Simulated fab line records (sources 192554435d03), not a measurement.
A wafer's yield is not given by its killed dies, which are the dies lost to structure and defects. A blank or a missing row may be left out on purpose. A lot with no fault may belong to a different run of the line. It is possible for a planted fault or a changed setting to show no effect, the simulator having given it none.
The tool behind it: which one? || flow n5Finfet || 10 lots, 30 wafers sampled, at 5 steps of a route of 1938

## WHAT EACH GAUGE READ, for each wafer
The record lacks any reading of a measuring or inspecting step that a usual standard deviation could be used to judge.

## WHAT TOOL EACH LOT RAN ON (gives the tool, then ch and the chambers of the sampled wafers, and finally the start)
{"lot": "L397", "N5_BEOL_M0_HM_STRIP_129": "wetBench-06 ch 4,5,7, day 5 19:18", "N5_MIM_TOP_ETCH_PECVD_03": "pecvd-02 ch 0,1,2, day 11 04:14", "N5_MIM_BOT_LITHO_DESCUM_10": "rieDiel-04 ch 1,2, day 11 04:59", "N5_PASSIVATION_DESCUM_12": "rieDiel-02 ch 0,1,3, day 11 06:46", "N5_PASSIVATION_PROBE_49": "-"}
{"lot": "L398", "N5_BEOL_M0_HM_STRIP_129": "wetBench-04 ch 2,3,4, day 6 15:44", "N5_MIM_TOP_ETCH_PECVD_03": "pecvd-03 ch 0,1, day 11 23:54", "N5_MIM_BOT_LITHO_DESCUM_10": "rieDiel-01 ch 0,1,2, day 12 00:28", "N5_PASSIVATION_DESCUM_12": "rieDiel-06 ch 0,2,3, day 12 03:16", "N5_PASSIVATION_PROBE_49": "-"}
{"lot": "L399", "N5_BEOL_M0_HM_STRIP_129": "wetBench-04 ch 0,1,3, day 6 16:59", "N5_MIM_TOP_ETCH_PECVD_03": "pecvd-03 ch 0,2, day 12 05:20", "N5_MIM_BOT_LITHO_DESCUM_10": "rieDiel-05 ch 0,1,2, day 12 05:55", "N5_PASSIVATION_DESCUM_12": "rieDiel-03 ch 1,2,3, day 12 08:20", "N5_PASSIVATION_PROBE_49": "-"}
{"lot": "L400", "N5_BEOL_M0_HM_STRIP_129": "wetBench-01 ch 1,2,5, day 6 20:10", "N5_MIM_TOP_ETCH_PECVD_03": "pecvd-02 ch 0,2, day 12 04:30", "N5_MIM_BOT_LITHO_DESCUM_10": "rieDiel-05 ch 0,1,3, day 12 05:13", "N5_PASSIVATION_DESCUM_12": "rieDiel-06 ch 0,1,2, day 12 07:58", "N5_PASSIVATION_PROBE_49": "-"}
{"lot": "L401", "N5_BEOL_M0_HM_STRIP_129": "wetBench-04 ch 0,3,7, day 6 20:16", "N5_MIM_TOP_ETCH_PECVD_03": "pecvd-03 ch 0,2, day 12 04:29", "N5_MIM_BOT_LITHO_DESCUM_10": "rieDiel-01 ch 0,1,3, day 12 05:03", "N5_PASSIVATION_DESCUM_12": "rieDiel-02 ch 0,2, day 12 06:56", "N5_PASSIVATION_PROBE_49": "-"}
{"lot": "L403", "N5_BEOL_M0_HM_STRIP_129": "wetBench-04 ch 0,4,5, day 7 11:38", "N5_MIM_TOP_ETCH_PECVD_03": "pecvd-01 ch 1,2, day 13 09:29", "N5_MIM_BOT_LITHO_DESCUM_10": "rieDiel-01 ch 1,2,3, day 13 10:03", "N5_PASSIVATION_DESCUM_12": "rieDiel-03 ch 0,1,2, day 13 13:08", "N5_PASSIVATION_PROBE_49": "-"}
{"lot": "L404", "N5_BEOL_M0_HM_STRIP_129": "wetBench-01 ch 1,2,6, day 8 00:26", "N5_MIM_TOP_ETCH_PECVD_03": "pecvd-03 ch 0,1,2, day 13 09:38", "N5_MIM_BOT_LITHO_DESCUM_10": "rieDiel-05 ch 0,1,2, day 13 10:13", "N5_PASSIVATION_DESCUM_12": "rieDiel-02 ch 0,2,3, day 13 13:38", "N5_PASSIVATION_PROBE_49": "-"}
{"lot": "L406", "N5_BEOL_M0_HM_STRIP_129": "wetBench-04 ch 2,3,6, day 8 01:41", "N5_MIM_TOP_ETCH_PECVD_03": "pecvd-03 ch 0,1, day 13 15:09", "N5_MIM_BOT_LITHO_DESCUM_10": "rieDiel-01 ch 1,2, day 13 15:35", "N5_PASSIVATION_DESCUM_12": "rieDiel-03 ch 0,2,3, day 13 17:41", "N5_PASSIVATION_PROBE_49": "-"}
{"lot": "L410", "N5_BEOL_M0_HM_STRIP_129": "wetBench-04 ch 0,5,7, day 9 06:27", "N5_MIM_TOP_ETCH_PECVD_03": "pecvd-02 ch 0,1, day 14 18:00", "N5_MIM_BOT_LITHO_DESCUM_10": "rieDiel-04 ch 0,1, day 14 18:43", "N5_PASSIVATION_DESCUM_12": "rieDiel-02 ch 0,2, day 14 21:32", "N5_PASSIVATION_PROBE_49": "prober-02, day 15 05:44"}
{"lot": "L413", "N5_BEOL_M0_HM_STRIP_129": "wetBench-01 ch 2,4,6, day 10 00:36", "N5_MIM_TOP_ETCH_PECVD_03": "pecvd-01 ch 0,2, day 15 08:10", "N5_MIM_BOT_LITHO_DESCUM_10": "rieDiel-05 ch 0,2, day 15 08:44", "N5_PASSIVATION_DESCUM_12": "rieDiel-02 ch 0,1, day 15 14:38", "N5_PASSIVATION_PROBE_49": "-"}
- N5_BEOL_M0_HM_STRIP_129: strips TiN in peroxide tin strip, target depth 17 nm, time 108 s.
- N5_MIM_TOP_ETCH_PECVD_03: deposits SiNx from SiH4/NH3/N2, target thk 20 nm, time 17.6 s.
- N5_MIM_BOT_LITHO_DESCUM_10: chemistry O2, time 7.9 s.
- N5_PASSIVATION_DESCUM_12: chemistry O2, time 7.9 s.
- N5_PASSIVATION_PROBE_49

## AS READ BY THE TOOLS THEMSELVES (means over the sampled wafers that have a number; for cases with no such wafer, the mark the record gives instead)
N5_MIM_TOP_ETCH_PECVD_03. Usual: heaterPowerW 739 W, standard deviation 57; showerheadPlenumPTorr 5.15 Torr, standard deviation 0.058; susceptorTempC 400.00 C, standard deviation 0.19; throttleValvePct 40.0 %, standard deviation 2.3.
{"lot": "L397", "tool": "pecvd-02", "heaterPowerW (W)": 760, "showerheadPlenumPTorr (Torr)": 5.17, "susceptorTempC (C)": 400.00, "throttleValvePct (%)": 41.4, "flag": ""}
{"lot": "L398", "tool": "pecvd-03", "heaterPowerW (W)": 738, "showerheadPlenumPTorr (Torr)": 5.15, "susceptorTempC (C)": 400.04, "throttleValvePct (%)": 39.7, "flag": ""}
{"lot": "L399", "tool": "pecvd-03", "heaterPowerW (W)": 693, "showerheadPlenumPTorr (Torr)": 5.15, "susceptorTempC (C)": 400.02, "throttleValvePct (%)": 38.9, "flag": ""}
{"lot": "L400", "tool": "pecvd-02", "heaterPowerW (W)": 788, "showerheadPlenumPTorr (Torr)": 5.20, "susceptorTempC (C)": 399.98, "throttleValvePct (%)": 42.7, "flag": ""}
{"lot": "L401", "tool": "pecvd-03", "heaterPowerW (W)": 698, "showerheadPlenumPTorr (Torr)": 5.15, "susceptorTempC (C)": 399.88, "throttleValvePct (%)": 38.8, "flag": ""}
{"lot": "L403", "tool": "pecvd-01", "heaterPowerW (W)": 693, "showerheadPlenumPTorr (Torr)": 5.08, "susceptorTempC (C)": 400.15, "throttleValvePct (%)": 37.8, "flag": ""}
{"lot": "L404", "tool": "pecvd-03", "heaterPowerW (W)": 738, "showerheadPlenumPTorr (Torr)": 5.14, "susceptorTempC (C)": 400.06, "throttleValvePct (%)": 39.4, "flag": ""}
{"lot": "L406", "tool": "pecvd-03", "heaterPowerW (W)": 760, "showerheadPlenumPTorr (Torr)": 5.15, "susceptorTempC (C)": 399.99, "throttleValvePct (%)": 39.7, "flag": ""}
{"lot": "L410", "tool": "pecvd-02", "heaterPowerW (W)": 695, "showerheadPlenumPTorr (Torr)": 5.18, "susceptorTempC (C)": 399.99, "throttleValvePct (%)": 44.1, "flag": ""}
{"lot": "L413", "tool": "pecvd-01", "heaterPowerW (W)": 757, "showerheadPlenumPTorr (Torr)": 5.06, "susceptorTempC (C)": 399.87, "throttleValvePct (%)": 37.8, "flag": ""}

N5_MIM_BOT_LITHO_DESCUM_10. Usual: for biasPowerW, 20.00 W with a standard deviation of 0.059; for chamberPressureMTorr, 20.002 mTorr with a standard deviation of 0.018; for drypumpMotorCurrentA, 5.9 A with a standard deviation of 0.52; for oesProductAu, 0.80 a.u. with a standard deviation of 0.079; for rfVppV, 243.4 V with a standard deviation of 1.3; for showerheadPlenumPTorr, 2.11 Torr with a standard deviation of 0.066; for throttleValvePct, 20.42 % with a standard deviation of 0.29.
{"lot": "L397", "tool": "rieDiel-04", "biasPowerW (W)": 20.01, "chamberPressureMTorr (mTorr)": 20.012, "drypumpMotorCurrentA (A)": 5.7, "oesProductAu (a.u.)": 0.80, "rfVppV (V)": 243.6, "showerheadPlenumPTorr (Torr)": 2.10, "throttleValvePct (%)": 20.44, "flag": ""}
{"lot": "L398", "tool": "rieDiel-01", "biasPowerW (W)": 19.99, "chamberPressureMTorr (mTorr)": 19.998, "drypumpMotorCurrentA (A)": 6.3, "oesProductAu (a.u.)": 0.78, "rfVppV (V)": 243.3, "showerheadPlenumPTorr (Torr)": 2.10, "throttleValvePct (%)": 20.69, "flag": ""}
{"lot": "L399", "tool": "rieDiel-05", "biasPowerW (W)": 20.07, "chamberPressureMTorr (mTorr)": 20.002, "drypumpMotorCurrentA (A)": 6.2, "oesProductAu (a.u.)": 0.82, "rfVppV (V)": 243.3, "showerheadPlenumPTorr (Torr)": 2.08, "throttleValvePct (%)": 20.30, "flag": ""}
{"lot": "L400", "tool": "rieDiel-05", "biasPowerW (W)": 19.97, "chamberPressureMTorr (mTorr)": 19.989, "drypumpMotorCurrentA (A)": 5.8, "oesProductAu (a.u.)": 0.81, "rfVppV (V)": 242.6, "showerheadPlenumPTorr (Torr)": 2.11, "throttleValvePct (%)": 20.35, "flag": ""}
{"lot": "L401", "tool": "rieDiel-01", "biasPowerW (W)": 19.97, "chamberPressureMTorr (mTorr)": 19.983, "drypumpMotorCurrentA (A)": 5.7, "oesProductAu (a.u.)": 0.79, "rfVppV (V)": 242.6, "showerheadPlenumPTorr (Torr)": 2.07, "throttleValvePct (%)": 20.70, "flag": ""}
{"lot": "L403", "tool": "rieDiel-01", "biasPowerW (W)": 20.00, "chamberPressureMTorr (mTorr)": 19.987, "drypumpMotorCurrentA (A)": 6.1, "oesProductAu (a.u.)": 0.83, "rfVppV (V)": 243.6, "showerheadPlenumPTorr (Torr)": 2.14, "throttleValvePct (%)": 20.51, "flag": ""}
{"lot": "L404", "tool": "rieDiel-05", "biasPowerW (W)": 20.02, "chamberPressureMTorr (mTorr)": 20.019, "drypumpMotorCurrentA (A)": 6.2, "oesProductAu (a.u.)": 0.80, "rfVppV (V)": 242.3, "showerheadPlenumPTorr (Torr)": 2.08, "throttleValvePct (%)": 20.31, "flag": ""}
{"lot": "L406", "tool": "rieDiel-01", "biasPowerW (W)": 19.99, "chamberPressureMTorr (mTorr)": 19.987, "drypumpMotorCurrentA (A)": 6.6, "oesProductAu (a.u.)": 0.77, "rfVppV (V)": 242.3, "showerheadPlenumPTorr (Torr)": 2.10, "throttleValvePct (%)": 20.75, "flag": ""}
{"lot": "L410", "tool": "rieDiel-04", "biasPowerW (W)": 20.02, "chamberPressureMTorr (mTorr)": 20.006, "drypumpMotorCurrentA (A)": 6.3, "oesProductAu (a.u.)": 0.85, "rfVppV (V)": 245.0, "showerheadPlenumPTorr (Torr)": 2.18, "throttleValvePct (%)": 20.20, "flag": ""}
{"lot": "L413", "tool": "rieDiel-05", "biasPowerW (W)": 19.94, "chamberPressureMTorr (mTorr)": 20.005, "drypumpMotorCurrentA (A)": 6.3, "oesProductAu (a.u.)": 0.74, "rfVppV (V)": 242.1, "showerheadPlenumPTorr (Torr)": 2.05, "throttleValvePct (%)": 20.43, "flag": ""}

N5_PASSIVATION_DESCUM_12. Usual: for biasPowerW, 20.00 W with a standard deviation of 0.06; for chamberPressureMTorr, 19.999 mTorr with a standard deviation of 0.018; for drypumpMotorCurrentA, 5.9 A with a standard deviation of 0.42; for oesProductAu, 0.79 a.u. with a standard deviation of 0.076; for rfVppV, 243.4 V with a standard deviation of 1.5; for showerheadPlenumPTorr, 2.11 Torr with a standard deviation of 0.085; for throttleValvePct, 20.41 % with a standard deviation of 0.21.
{"lot": "L397", "tool": "rieDiel-02", "biasPowerW (W)": 20.00, "chamberPressureMTorr (mTorr)": 20.014, "drypumpMotorCurrentA (A)": 6.0, "oesProductAu (a.u.)": 0.81, "rfVppV (V)": 244.0, "showerheadPlenumPTorr (Torr)": 2.20, "throttleValvePct (%)": 20.21, "flag": ""}
{"lot": "L398", "tool": "rieDiel-06", "biasPowerW (W)": 20.02, "chamberPressureMTorr (mTorr)": 19.987, "drypumpMotorCurrentA (A)": 5.7, "oesProductAu (a.u.)": 0.88, "rfVppV (V)": 244.1, "showerheadPlenumPTorr (Torr)": 2.13, "throttleValvePct (%)": 20.29, "flag": ""}
{"lot": "L399", "tool": "rieDiel-03", "biasPowerW (W)": 19.91, "chamberPressureMTorr (mTorr)": 19.997, "drypumpMotorCurrentA (A)": 5.5, "oesProductAu (a.u.)": 0.78, "rfVppV (V)": 242.8, "showerheadPlenumPTorr (Torr)": 2.07, "throttleValvePct (%)": 20.55, "flag": ""}
{"lot": "L400", "tool": "rieDiel-06", "biasPowerW (W)": 20.01, "chamberPressureMTorr (mTorr)": 19.998, "drypumpMotorCurrentA (A)": 5.8, "oesProductAu (a.u.)": 0.90, "rfVppV (V)": 244.0, "showerheadPlenumPTorr (Torr)": 2.11, "throttleValvePct (%)": 20.27, "flag": ""}
{"lot": "L401", "tool": "rieDiel-02", "biasPowerW (W)": 20.01, "chamberPressureMTorr (mTorr)": 19.996, "drypumpMotorCurrentA (A)": 6.1, "oesProductAu (a.u.)": 0.74, "rfVppV (V)": 242.6, "showerheadPlenumPTorr (Torr)": 2.05, "throttleValvePct (%)": 20.57, "flag": ""}
{"lot": "L403", "tool": "rieDiel-03", "biasPowerW (W)": 20.02, "chamberPressureMTorr (mTorr)": 19.993, "drypumpMotorCurrentA (A)": 6.0, "oesProductAu (a.u.)": 0.76, "rfVppV (V)": 242.8, "showerheadPlenumPTorr (Torr)": 2.07, "throttleValvePct (%)": 20.55, "flag": ""}
{"lot": "L404", "tool": "rieDiel-02", "biasPowerW (W)": 19.98, "chamberPressureMTorr (mTorr)": 20.002, "drypumpMotorCurrentA (A)": 5.9, "oesProductAu (a.u.)": 0.78, "rfVppV (V)": 244.2, "showerheadPlenumPTorr (Torr)": 2.14, "throttleValvePct (%)": 20.44, "flag": ""}
{"lot": "L406", "tool": "rieDiel-03", "biasPowerW (W)": 19.99, "chamberPressureMTorr (mTorr)": 19.995, "drypumpMotorCurrentA (A)": 5.8, "oesProductAu (a.u.)": 0.81, "rfVppV (V)": 241.7, "showerheadPlenumPTorr (Torr)": 2.02, "throttleValvePct (%)": 20.45, "flag": ""}
{"lot": "L410", "tool": "rieDiel-02", "biasPowerW (W)": 19.96, "chamberPressureMTorr (mTorr)": 20.017, "drypumpMotorCurrentA (A)": 6.2, "oesProductAu (a.u.)": 0.73, "rfVppV (V)": 242.1, "showerheadPlenumPTorr (Torr)": 2.04, "throttleValvePct (%)": 20.60, "flag": ""}
{"lot": "L413", "tool": "rieDiel-02", "biasPowerW (W)": 20.07, "chamberPressureMTorr (mTorr)": 19.996, "drypumpMotorCurrentA (A)": 6.2, "oesProductAu (a.u.)": 0.73, "rfVppV (V)": 243.8, "showerheadPlenumPTorr (Torr)": 2.17, "throttleValvePct (%)": 20.18, "flag": ""}

N5_PASSIVATION_PROBE_49. Usual: defectLimitedYield 91.3 %, standard deviation 1.5; killed_at_M0_to_M3 35, standard deviation 10; killed_at_M4_up 13, standard deviation 5.3; killedAtContacts 12, standard deviation 5.7; killedAtFrontEnd 39, standard deviation 11; killedAtOther 3.3, standard deviation 2.7; killedDies 102, standard deviation 18; killedOnRim 13, standard deviation 4; killedOpen 67, standard deviation 13; killedShort 34, standard deviation 7.8; sort_bin_5_function 5.1 %, standard deviation 1; sort_bin_6_memory 3.3 %, standard deviation 0.68; sortNPass 1078, standard deviation 18; sortYieldPct 91.3 %, standard deviation 1.5.
{"lot": "L410", "tool": "prober-02", "defectLimitedYield (%)": 88.6, "killed_at_M0_to_M3": 52, "killed_at_M4_up": 22, "killedAtContacts": 11, "killedAtFrontEnd": 47, "killedAtOther": 2.3, "killedDies": 135, "killedOnRim": 22, "killedOpen": 81, "killedShort": 40, "sort_bin_5_function (%)": 7.0, "sort_bin_6_memory (%)": 3.8, "sortNPass": 1045, "sortYieldPct (%)": 88.6, "flag": ""}

## THE ANSWER, worked out from the rows above alone
Rule: lot off if the mean of its wafers having a number is beyond 3 standard deviations from the usual mean. Also off: a lot with no number at a reading for which 4 or more lots have one. Any other lot the step has rows for is counted as sound. Order of review: gauges by route order, followed by the tools' own readings, for which a lot's mean as printed above is used. At the first step where some lot is off, the reading lying furthest off is the one used; lots without a number count as furthest.
No lot is off on any of the readings shown, so nothing can be concluded from this.

## WHAT WAS PUT IN BY THE SIMULATOR
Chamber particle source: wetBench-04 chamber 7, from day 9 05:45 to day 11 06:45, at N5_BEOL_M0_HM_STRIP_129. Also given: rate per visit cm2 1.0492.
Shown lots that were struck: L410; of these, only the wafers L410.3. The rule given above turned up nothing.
